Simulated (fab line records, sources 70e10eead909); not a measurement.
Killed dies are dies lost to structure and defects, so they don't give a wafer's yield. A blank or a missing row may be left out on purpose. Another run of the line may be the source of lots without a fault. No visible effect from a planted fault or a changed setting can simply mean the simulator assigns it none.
Which tool is to blame? ; flow nand-harc ; Sampling: 24 lots, 72 wafers, 6 of 1302 route steps

WHAT EACH GAUGE READ, for each wafer
NHARC_A_CONTACT_CD_MEAS_53.
lot;measured;on;cd-nm (nm)
L076;day 22 03:07;cd-sem-03;289.8 289.3 288.9
L075;day 22 03:14;cd-sem-01;289.8 289.4 289.6
L074;day 22 05:43;cd-sem-03;288.3 289.1 289.1
L077;day 22 16:56;cd-sem-03;289.0 289.8 289.2
L078;day 23 08:13;cd-sem-01;290.1 289.5 289.4
L079;day 24 01:23;cd-sem-03;289.6 289.6 290.5
L082;day 24 13:17;cd-sem-03;289.9 289.8 290.8
L080;day 24 13:53;cd-sem-02;290.8 290.1 290.4
L081;day 25 15:06;cd-sem-02;289.6 289.9 289.2
L083;day 25 18:20;cd-sem-03;289.6 289.5 290.0
L085;day 25 22:39;cd-sem-01;290.0 290.9 289.7
L084;day 25 23:25;cd-sem-02;288.9 290.0 289.8
L086;day 26 21:22;cd-sem-03;290.0 289.9 290.5
L088;day 27 13:36;cd-sem-02;289.4 289.6 289.8
L090;day 27 17:47;cd-sem-03;289.6 289.7 288.5
L087;day 27 18:12;cd-sem-03;289.7 290.3 289.3
L091;day 27 23:07;cd-sem-01;290.2 290.2 290.2
L089;day 28 01:49;cd-sem-01;289.2 289.2 289.8
L092;day 28 17:58;cd-sem-01;290.1 289.8 290.4
L095;day 29 19:31;cd-sem-02;288.2 288.9 288.3
L094;day 29 23:19;cd-sem-03;289.3 289.7 289.9
L093;day 30 00:01;cd-sem-03;290.0 290.2 290.5
L096;day 31 05:17;cd-sem-01;287.8 288.2 288.2
L097;day 31 08:20;cd-sem-01;288.6 289.1 288.7

NHARC_A_CONTACT_CD_MEAS_69: target cd 300 nm.
lot;measured;on;cd-nm (nm)
L076;day 22 08:01;cd-sem-03;299.8 300.3 301.4
L075;day 22 08:11;cd-sem-01;300.1 299.7 299.3
L074;day 22 11:08;cd-sem-03;299.8 301.0 300.0
L077;day 22 23:32;cd-sem-01;300.4 300.8 301.0
L078;day 23 13:19;cd-sem-03;300.7 301.2 301.3
L079;day 24 11:08;cd-sem-02;300.4 300.8 300.3
L082;day 24 18:07;cd-sem-02;299.7 299.7 299.7
L080;day 24 18:47;cd-sem-01;301.2 300.4 300.2
L081;day 25 21:08;cd-sem-03;300.4 300.4 300.5
L083;day 26 02:13;cd-sem-02;300.7 300.5 300.2
L085;day 26 06:05;cd-sem-01;301.2 300.9 300.6
L084;day 26 07:10;cd-sem-03;300.8 300.3 300.6
L086;day 27 02:56;cd-sem-03;300.7 300.6 300.0
L088;day 27 18:31;cd-sem-03;299.9 300.7 300.0
L090;day 27 22:56;cd-sem-03;300.6 300.8 300.0
L087;day 28 00:37;cd-sem-03;300.7 300.2 300.2
L091;day 28 04:07;cd-sem-02;300.6 300.4 300.7
L089;day 28 07:31;cd-sem-02;300.4 300.1 299.2
L092;day 28 23:50;cd-sem-03;300.3 300.2 300.9
L095;day 30 00:29;cd-sem-01;300.9 300.8 300.9
L094;day 30 04:23;cd-sem-01;300.4 299.7 300.6
L093;day 30 06:53;cd-sem-03;300.8 300.8 300.9
L096;day 31 11:31;cd-sem-01;300.4 300.0 300.7
L097;day 31 14:46;cd-sem-03;299.9 299.2 300.5

NHARC_A_CONTACT_OVL_MEAS_70.
lot;measured;on;overlay-x-nm (nm);overlay-y-nm (nm)
L076;day 22 08:06;overlay-01;1.0 0.8 0.6;-1.0 -1.3 -1.2
L075;day 22 08:17;overlay-02;0.9 0.1 0.8;-0.4 -0.3 -0.9
L074;day 22 11:14;overlay-01;1.2 1.2 1.5;0.0 1.2 0.4
L077;day 22 23:37;overlay-02;1.4 1.1 1.3;0.2 0.3 0.2
L078;day 23 13:25;overlay-01;-0.5 -0.6 -0.8;1.3 1.4 1.0
L079;day 24 11:13;overlay-02;-0.3 0.1 0.2;-0.9 -1.2 -1.5
L082;day 24 18:12;overlay-02;-0.1 0.0 0.8;-0.2 -0.2 -0.5
L080;day 24 18:52;overlay-02;0.2 -0.6 0.4;0.0 -0.8 -0.1
L081;day 25 21:14;overlay-02;0.1 -0.3 -0.5;0.9 1.4 1.0
L083;day 26 02:18;overlay-02;1.5 0.9 0.9;-0.1 0.3 -0.1
L085;day 26 06:10;overlay-02;0.0 -0.2 -0.4;1.3 2.0 2.0
L084;day 26 07:16;overlay-02;0.3 0.9 0.3;0.5 0.0 -0.1
L086;day 27 03:01;overlay-01;-1.4 -1.6 -1.1;0.7 0.1 0.2
L088;day 27 18:37;overlay-02;-1.2 -0.7 -0.7;-0.6 -0.1 -0.4
L090;day 27 23:01;overlay-01;-1.0 -0.8 -0.8;0.3 1.1 0.9
L087;day 28 00:42;overlay-01;0.0 -0.1 0.2;0.7 0.0 -0.1
L091;day 28 04:12;overlay-02;-0.5 -0.3 -0.8;0.4 0.0 0.0
L089;day 28 07:37;overlay-02;0.1 0.2 0.5;1.3 0.8 2.0
L092;day 28 23:56;overlay-02;0.4 -0.5 0.6;-0.1 -0.3 -0.3
L095;day 30 00:35;overlay-01;-1.5 -1.4 -0.6;-0.4 0.1 -0.1
L094;day 30 04:29;overlay-02;-0.4 0.0 0.1;-0.9 -0.8 -0.9
L093;day 30 06:59;overlay-02;0.7 0.8 0.3;-1.1 -0.7 -0.6
L096;day 31 11:37;overlay-02;-1.1 -0.4 -0.5;-0.1 -0.2 -0.2
L097;day 31 14:51;overlay-01;0.2 0.6 0.2;-1.1 -1.4 -1.0

NHARC_A_CONTACT_INSPECT_71.
lot;measured;on;raw-defect-count
L076;day 22 08:08;defect-inspect-01;112 130 133
L075;day 22 08:19;defect-inspect-02;96 101 96
L074;day 22 11:16;defect-inspect-02;104 104 97
L077;day 22 23:39;defect-inspect-01;104 121 101
L078;day 23 13:26;defect-inspect-01;107 88 93
L079;day 24 11:16;defect-inspect-01;120 119 110
L082;day 24 18:14;defect-inspect-02;29 28 32
L080;day 24 18:54;defect-inspect-01;78 105 96
L081;day 25 21:16;defect-inspect-02;133 121 144
L083;day 26 02:20;defect-inspect-01;14 20 14
L085;day 26 06:12;defect-inspect-02;102 118 116
L084;day 26 07:18;defect-inspect-01;90 76 75
L086;day 27 03:04;defect-inspect-02;102 92 110
L088;day 27 18:39;defect-inspect-02;67 80 78
L090;day 27 23:04;defect-inspect-01;79 78 85
L087;day 28 00:44;defect-inspect-02;93 82 95
L091;day 28 04:14;defect-inspect-02;137 134 169
L089;day 28 07:38;defect-inspect-02;68 74 64
L092;day 28 23:58;defect-inspect-01;34 28 41
L095;day 30 00:37;defect-inspect-01;78 84 87
L094;day 30 04:31;defect-inspect-02;23 33 27
L093;day 30 07:01;defect-inspect-02;66 62 69
L096;day 31 11:38;defect-inspect-01;75 79 84
L097;day 31 14:53;defect-inspect-01;79 89 95

TOOL THAT RAN EACH LOT (tool first, then ch and the chambers of the sampled wafers, then the start)
lot;NHARC_A_CONTACT_ETCH_122;NHARC_A_CONTACT_ETCH_90
L076;har-cap-etch-02 ch 0,1, day 22 01:45;rie-diel-09 ch 0,1,2, day 22 02:54
L075;har-cap-etch-03 ch 0,1, day 22 01:55;rie-diel-08 ch 0,1,3, day 22 03:04
L074;har-cap-etch-02 ch 0,1, day 22 04:21;rie-diel-09 ch 1,2,3, day 22 05:30
L077;har-cap-etch-03 ch 1, day 22 15:34;rie-diel-09 ch 0,1,2, day 22 16:44
L078;har-cap-etch-01 ch 0,1, day 23 06:50;rie-diel-09 ch 0,3, day 23 08:00
L079;har-cap-etch-01 ch 0,1, day 24 00:01;rie-diel-09 ch 0,3, day 24 01:09
L082;har-cap-etch-02 ch 0,1, day 24 11:55;rie-diel-11 ch 1,2,3, day 24 13:07
L080;har-cap-etch-01 ch 0,1, day 24 12:35;rie-diel-09 ch 2,3, day 24 13:41
L081;har-cap-etch-03 ch 0,1, day 25 13:46;rie-diel-09 ch 0,1,3, day 25 14:54
L083;har-cap-etch-02 ch 0,1, day 25 16:56;rie-diel-11 ch 0,2, day 25 18:07
L085;har-cap-etch-01 ch 1, day 25 21:16;rie-diel-11 ch 0,2, day 25 22:23
L084;har-cap-etch-03 ch 0,1, day 25 22:00;rie-diel-11 ch 0,2, day 25 23:10
L086;har-cap-etch-02 ch 0,1, day 26 19:56;rie-diel-08 ch 1,2, day 26 21:08
L088;har-cap-etch-03 ch 0,1, day 27 12:16;rie-diel-11 ch 2,3, day 27 13:23
L090;har-cap-etch-01 ch 0,1, day 27 16:26;rie-diel-09 ch 1,2,3, day 27 17:35
L087;har-cap-etch-03 ch 0,1, day 27 16:50;rie-diel-09 ch 0,2,3, day 27 17:59
L091;har-cap-etch-02 ch 0,1, day 27 21:46;rie-diel-09 ch 0,3, day 27 22:55
L089;har-cap-etch-03 ch 0,1, day 28 00:32;rie-diel-11 ch 0,3, day 28 01:37
L092;har-cap-etch-01 ch 0,1, day 28 16:21;rie-diel-09 ch 0,1,3, day 28 17:46
L095;har-cap-etch-02 ch 0,1, day 29 18:09;rie-diel-08 ch 1,2,3, day 29 19:18
L094;har-cap-etch-03 ch 0,1, day 29 21:59;rie-diel-09 ch 0,2,3, day 29 23:06
L093;har-cap-etch-01 ch 0,1, day 29 22:32;rie-diel-09 ch 0,1, day 29 23:41
L096;har-cap-etch-02 ch 0,1, day 31 03:57;rie-diel-09 ch 2,3, day 31 05:05
L097;har-cap-etch-03 ch 0,1, day 31 06:58;rie-diel-11 ch 1,3, day 31 08:06
- NHARC_A_CONTACT_ETCH_122: etches the open film in C4F8/O2/Ar, time 190 s, target depth 1850 nm.
- NHARC_A_CONTACT_ETCH_90: etches the open film in CH3F/O2, target depth 40 nm, time 85.7 s.

AS READ BY THE TOOLS THEMSELVES (means over the sampled wafers that have a number; for cases with no such wafer, the mark the record gives instead)
NHARC_A_CONTACT_ETCH_90.
lot;tool;drypump-motor-current-A (A);oes-product-au (a.u.);rf-fwd-power-W (W);rf-vpp-V (V);showerhead-plenum-p-Torr (Torr);throttle-valve-pct (%)
L076;rie-diel-09;5.8;1.01;496.7;245.2;2.53;20.668
L075;rie-diel-08;5.9;0.92;497.1;245.5;2.55;20.676
L074;rie-diel-09;6.0;1.00;494.3;244.0;2.47;20.661
L077;rie-diel-09;5.8;1.01;495.3;245.7;2.53;20.667
L078;rie-diel-09;5.3;0.94;497.8;245.1;2.54;20.661
L079;rie-diel-09;5.4;1.01;498.0;246.0;2.54;20.665
L082;rie-diel-11;6.3;1.00;495.9;243.2;2.42;20.665
L080;rie-diel-09;5.8;1.00;498.2;245.3;2.50;20.661
L081;rie-diel-09;5.7;0.95;495.1;244.6;2.45;20.651
L083;rie-diel-11;6.5;0.91;496.3;243.2;2.36;20.659
L085;rie-diel-11;6.3;0.92;495.5;242.5;2.32;20.661
L084;rie-diel-11;6.5;0.99;497.1;243.0;2.35;20.663
L086;rie-diel-08;5.8;0.96;495.8;243.8;2.42;20.656
L088;rie-diel-11;6.3;0.98;497.9;243.9;2.44;20.661
L090;rie-diel-09;6.0;1.00;496.6;244.1;2.46;20.664
L087;rie-diel-09;5.6;0.94;495.0;246.8;2.56;20.669
L091;rie-diel-09;5.4;1.01;496.3;245.4;2.54;20.657
L089;rie-diel-11;6.2;1.00;495.7;246.1;2.59;20.668
L092;rie-diel-09;5.7;0.93;497.2;243.9;2.45;20.656
L095;rie-diel-08;6.1;0.92;497.6;244.5;2.46;20.661
L094;rie-diel-09;5.6;0.94;495.8;246.0;2.55;20.667
L093;rie-diel-09;5.6;1.00;497.8;244.2;2.50;20.660
L096;rie-diel-09;5.9;0.91;495.1;245.4;2.57;20.663
L097;rie-diel-11;6.2;0.99;495.7;242.9;2.39;20.652

THE ANSWER, worked out from the rows above alone
Rule: what is usual is taken from the lots themselves. Put in order of their means at a reading, lots are off if they are a third of the lots or fewer, leave a main group of 4 or more, and stand apart from it by a gap of 3 or more times the standard deviation of the main group's means; of several such gaps the widest counts. The tables above print the reading to a certain number of digits; a main group whose means all agree to those digits is not used. Also off: a lot with no number at a reading for which 4 or more lots have one. The other lots that the step has rows for count as sound. The gauges are gone through in route order, then the tools' own readings, and for those a lot's mean is taken as printed above. At the first step where some lot is off, the reading lying furthest off is the one used; lots without a number count as furthest.
No lot is off at any reading shown: from this, nothing can be told.

WHAT THE SIMULATOR HAD PUT IN
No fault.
